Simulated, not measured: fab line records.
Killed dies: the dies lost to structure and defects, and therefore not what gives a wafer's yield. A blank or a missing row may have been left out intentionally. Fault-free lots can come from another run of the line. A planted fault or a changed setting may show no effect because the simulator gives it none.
Matching of chambers ; flow nandHarc ; pecvd-04 running NHARC_P_M0_PRE_CLEAN_31: 3 sister chambers
The step time 12 s. 3 wafers are shown with their chamber, then 8 later ones without.

WAFERS WITH THEIR CHAMBER
wafer;chamber;heaterPowerW (W)
L079.2;0;676
L080.6;2;566
L090.1;1;704

WAFERS WITHOUT THEIR CHAMBER
wafer;heaterPowerW (W)
L090.3;598
L090.6;581
L095.1;616
L095.3;720
L095.6;566
L096.2;582
L096.4;599
L096.5;579

WHICH CHAMBER EACH WENT THROUGH
wafer;from the rows above;in truth
L090.3;can't be placed: 2 or 0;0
L090.6;2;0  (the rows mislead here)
L095.1;can't be placed: 2 or 0 or 1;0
L095.3;can't be placed: 1 or 0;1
L095.6;2;2
L096.2;2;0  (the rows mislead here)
L096.4;can't be placed: 2 or 0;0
L096.5;2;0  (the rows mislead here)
Correct placement for 1 of the 8. From these rows, 4 cannot be placed; in 4 the true chamber is one of the candidates. Wrongly placed: 3.
How it was worked out, from the rows above alone: a wafer's distance from a chamber is the root of the sum, over the readings, of the square of ((its reading less the chamber's mean) divided by the reading's scatter). If the next closest chamber is less than 2 further off than the closest, the wafer can't be placed; otherwise it belongs to the closest. Each chamber's mean is taken over the wafers shown for it. The scatter (one wafer shown for each chamber): square how far every hidden wafer sits from the nearest shown wafer, average those squares and take the square root.
